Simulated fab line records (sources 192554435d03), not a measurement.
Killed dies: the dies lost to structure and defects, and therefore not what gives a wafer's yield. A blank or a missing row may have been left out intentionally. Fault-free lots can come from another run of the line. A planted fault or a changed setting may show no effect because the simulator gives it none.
Split-lot experiment ; flow n5_finfet ; 21 wafers read from 7 lots, route of 1938 steps

## ABOUT THE SPLIT
At N5_BEOL_M8_DESCUM_33 (chemistry O2, time 7 s), the setting time_s was moved away from the recipe's 7 s on 9 of the 21 wafers read, by -22.4% to +21.6%. All remaining wafers had this setting at the recipe value.

No step appears in the file between the split and the reading.

## THE READING
CAR-EUV_of_BEOL_M8_COAT_22.thk_nm (the simulator's own value, which no gauge read), in nm, at N5_BEOL_M8_ETCH_72 (etches underlayer in N2/H2, target depth 6.5 nm, time 5.2 s). The file does not state a usual value for it. Across the 12 wafers here that went through the recipe, the average is 20.3 nm and the standard deviation 0.094 nm.

wafer;tool, chamber at the split;time_s as run, s;against the recipe;CAR-EUV_of_BEOL_M8_COAT_22.thk_nm, nm;against lot-mates on the recipe
L078.3;rie_diel-01, 0;7;recipe;20.2;-
L078.4;rie_diel-01, 2,1;5.972;-14.7%;20.6;+0.4
L078.6;rie_diel-01, 2,1;5.972;-14.7%;20.6;+0.4
L079.1;rie_diel-06, 1;7;recipe;20.4;-
L079.3;rie_diel-06, 3;7;recipe;20.2;-
L079.5;rie_diel-06, 1;5.432;-22.4%;21.2;+0.9
L083.2;rie_diel-01, 2;5.56;-20.6%;21;+0.6
L083.5;rie_diel-01, 1;7;recipe;20.4;-
L083.6;rie_diel-01, 0;5.56;-20.6%;21.2;+0.8
L085.1;rie_diel-01, 0;7;recipe;20.4;-
L085.5;rie_diel-01, 2;7;recipe;20.2;-
L085.6;rie_diel-01, 3;7;recipe;20.2;-
L084.2;rie_diel-06, 3;7;recipe;20.2;-
L084.3;rie_diel-06, 2;7;recipe;20.2;-
L084.4;rie_diel-06, 1;7;recipe;20.2;-
L088.1;rie_diel-04, 3;5.523;-21.1%;21.2;+0.8
L088.3;rie_diel-04, 1;5.523;-21.1%;21;+0.6
L088.5;rie_diel-04, 0;7;recipe;20.4;-
L087.1;rie_diel-01, 2;8.509;+21.6%;19.6;-0.6
L087.2;rie_diel-01, 0;8.509;+21.6%;19.8;-0.4
L087.3;rie_diel-01, 3;7;recipe;20.2;-
When a row names more than one chamber, that row covers several wafers, and the file does not tell which wafer ran in which chamber.

THE FIT
A straight line over all 21 wafers: CAR-EUV_of_BEOL_M8_COAT_22.thk_nm changes by -0.0338 nm for each +1% of time_s; r = -0.96; the points scatter about the line by 0.14 nm.
The same after taking each lot's own level away (the mean of its wafers on the recipe; 21 wafers): -0.0302 nm for each +1%; r = -0.97; scatter 0.1 nm.
On that fit, the largest move of time_s shifts the reading by 0.68 nm.
The span of the lots' own levels, 20.20 to 20.40 nm, comes to 2.1 times the standard deviation stated above.
Thus the slope moves with the lot-to-lot level: the two fits are different.
Check: +0.677 nm against its lot-mates is what the line predicts for one of the wafers moved furthest among these (-22.4%) when that wafer is left out of the fit. It came out at +0.9 nm against them.

## FURTHER SPLITS ON THESE WAFERS
Before the reading, these wafers also passed through other splits. Each is held against what the fit with the lots' levels taken away leaves over:
other split on the same wafers;wafers away from the commonest value;r with CAR-EUV_of_BEOL_M8_COAT_22.thk_nm (lot level and that fit taken away)
N5_BEOL_M7_DESCUM_33 time_s;8;+0.15
N5_BEOL_M7_VIA_ETCH_34 time_s;5;+0.05
N5_BEOL_M8_EXPOSE_25 dose_mj;3;-0.07

## THE WHOLE CHAIN: every reading that the file lists as answering this split, in the file's order
step;what it does;reading;change (the file's fit);r (the file's)
N5_BEOL_M8_DESCUM_33;chemistry O2, time 7 s;CAR-EUV_of_BEOL_M8_COAT_22.thk_nm (the simulator's own value, which no gauge read);-0.03 nm for each +1% of the setting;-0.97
N5_BEOL_M8_ETCH_72;etches underlayer in N2/H2, target depth 6.5 nm, time 5.2 s;CAR-EUV_of_BEOL_M8_COAT_22.thk_nm (the simulator's own value, which no gauge read);-0.0322 nm for each +1% of the setting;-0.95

## FILE'S OWN FIT
CAR-EUV_of_BEOL_M8_COAT_22.thk_nm changes by -0.0322 nm for each +1% of time_s, r = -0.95.
